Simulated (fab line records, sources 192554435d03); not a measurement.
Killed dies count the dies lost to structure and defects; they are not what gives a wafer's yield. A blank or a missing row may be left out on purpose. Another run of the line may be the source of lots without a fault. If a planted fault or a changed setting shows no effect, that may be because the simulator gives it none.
A struck lot beside a sound one    flow n5_finfet    36 steps out of a route of 1938
Sound: the wafers L617.3, L617.5, L617.6. Struck: wafers L605.1, L605.4, L605.6. The cause is given at the end.
For every step that has rows: the tool of each side, followed by ch and its chambers, followed by its first start. Under that, the readings that differ: sound wafers    struck wafers    difference of the means    sigmas: that difference in standard deviations of wafers without a fault.
alike: readings with means less than 2 such deviations apart, plus words and numbers identical on both sides. not compared: withheld readings, readings lacking a value on some wafer, bounds such as >300 that could conceal the same value, and numbers that have no deviation in the record and whose values overlap.
Wherever a step has rows on one side only, a row that says differs or no value, or a row with sigmas, the two part there. When numbers do not overlap yet have no deviation, they are printed without sigmas and do not part them. A reading that every wafer of one side lacks parts them only if that side has two wafers or more.

first, 9 steps without rows for these wafers: N5_BEOL_M4_ANNEAL_95 (time 240 s); N5_BEOL_M4_SPUTTER_96 (material Cu, target thk 4.5 nm, time 8.29 s); N5_BEOL_M4_ECD_50 (material Cu, target thk 300 nm); N5_BEOL_M4_ANNEAL_51 (time 90 s); N5_BEOL_M4_CMP_52 (polishes, stops on SiOC, t overpolish 6.8 s, target thk 40 nm); N5_BEOL_M4_PRE_CLEAN_60 (time 15 s); N5_BEOL_M4_CO_CAP_55 (material Co, precursor CCTBA/H2, target thk 2 nm, time 102.1 s); N5_BEOL_M4_PRE_CLEAN_56 (time 15 s); N5_BEOL_M4_DEP_57 (deposits SiCN from 3MS/NH3, target thk 8 nm, time 14 s).
N5_BEOL_M4_RC_MEAS_101:
  sound on prober-01 ch 0, day 14 06:02; struck on prober-01 ch 0, day 10 20:59
  alike: DIBL_N, DIBL_P, IOFF_N, IOFF_P, ION_N, ION_P, SS_N, SS_P, VT_N, VT_P
then, 24 steps without rows for these wafers: N5_BEOL_M5_ILD_DEP_00 (deposits SiCOH lowk from DEMS/porogen, target thk 140.64 nm, time 25.9 s); N5_BEOL_M5_CURE_79 (cures SiCOH lowk, time 240 s); N5_BEOL_M5_PECVD_70 (deposits SiO2 from TEOS/O2, target thk 16 nm, time 18 s); N5_BEOL_M5_HM_DEP_02 (deposits TiN, target thk 20 nm); N5_BEOL_M5_COAT_59 (time 60 s, resist thk 60 nm); N5_BEOL_M5_COAT_60 (time 60 s, resist thk 12 nm); N5_BEOL_M5_COAT_71 (time 60 s, resist thk 5 nm); N5_BEOL_M5_COAT_05 (resist thk 30 nm); N5_BEOL_M5_EBR_07; N5_BEOL_M5_SOFTBAKE_06 (time 60 s); N5_BEOL_M5_EXPOSE_08 (exposes mask M5, target cd 28 nm); N5_BEOL_M5_PEB_09 (peb time 60 s); N5_BEOL_M5_DEVELOP_10 (develop time 30 s); N5_BEOL_M5_DESCUM_16 (chemistry O2, time 7 s); N5_BEOL_M5_ETCH_72 (etches underlayer in N2/H2, target depth 6.5 nm, time 5.2 s); N5_BEOL_M5_ETCH_61 (etches SiARC in CF4, target depth 15.6 nm, time 26 s); N5_BEOL_M5_ETCH_62 (etches SOC in N2/H2, target depth 75 nm, overetch 15 nm, time 112.5 s); N5_BEOL_M5_STRIP_63 (strips in N2/H2); N5_BEOL_M5_STRIP_73 (strips in N2/H2); N5_BEOL_M5_STRIP_64 (strips in CF4); N5_BEOL_M5_HM_OPEN_17 (chemistry Cl2/BCl3, target TiN, target depth 20 nm, overetch 6 nm); N5_BEOL_M5_STRIP_19 (strips in O2); N5_BEOL_M5_COAT_65 (time 60 s, resist thk 60 nm); N5_BEOL_M5_COAT_66 (time 60 s, resist thk 12 nm).
-- record jumps: 4 days separate the struck wafers' starts on either side; left off in module BEOL_M5, taken up again in module MIM_BOT, whose first shown step is the route's number 1833 --
N5_MIM_BOT_SPUTTER_00: material TiN, target thk 35 nm, time 89.7 s.
  sound: pvd_sputter-01 at day 18 02:11; struck: pvd_sputter-03 at day 14 21:30
  no value came back on the struck wafers for cathode_dc_power_W (W), chamber_pressure_pa (Pa), susceptor_temp_C (C), throttle_valve_pct (%); on the sound wafers cathode_dc_power_W (W) reads 3000.1 2999.2 2999.7
N5_PASSIVATION_PROBE_49:
  sound: prober-01 at day 18 12:52; struck: prober-02 at day 15 13:10
reading                   sound           struck          difference  sigmas
defect_limited_yield (%)  91.5 91.2 90.3  55.9 54.7 54.2  -36.1       -26
killed_at_other           3 7 4           422 432 445     +428        +99 or more
killed_dies               100 104 115     520 534 540     +425        +27
killed_on_rim             16 13 16        26 128 131      +80         +18
sort_bin_5_function (%)   4.3 5.9 5.7     40.2 41.6 42.2  +36.0       +40
sort_n_pass               1080 1076 1065  660 646 640     -425        -27
sort_yield_pct (%)        91.5 91.2 90.3  55.9 54.7 54.2  -36.1       -26
  alike: killed_at_M0_to_M3, killed_at_M4_up, killed_at_contacts, killed_at_front_end, killed_open, killed_short, sort_bin_6_memory

WHERE THEY PART
Earliest at N5_MIM_BOT_SPUTTER_00; latest, in this record, at N5_PASSIVATION_PROBE_49.

WHY: whatever the simulator had introduced
Beginning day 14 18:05, the whole step at N5_MIM_BOT_SPUTTER_00 was skipped on pvd_sputter-03. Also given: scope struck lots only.
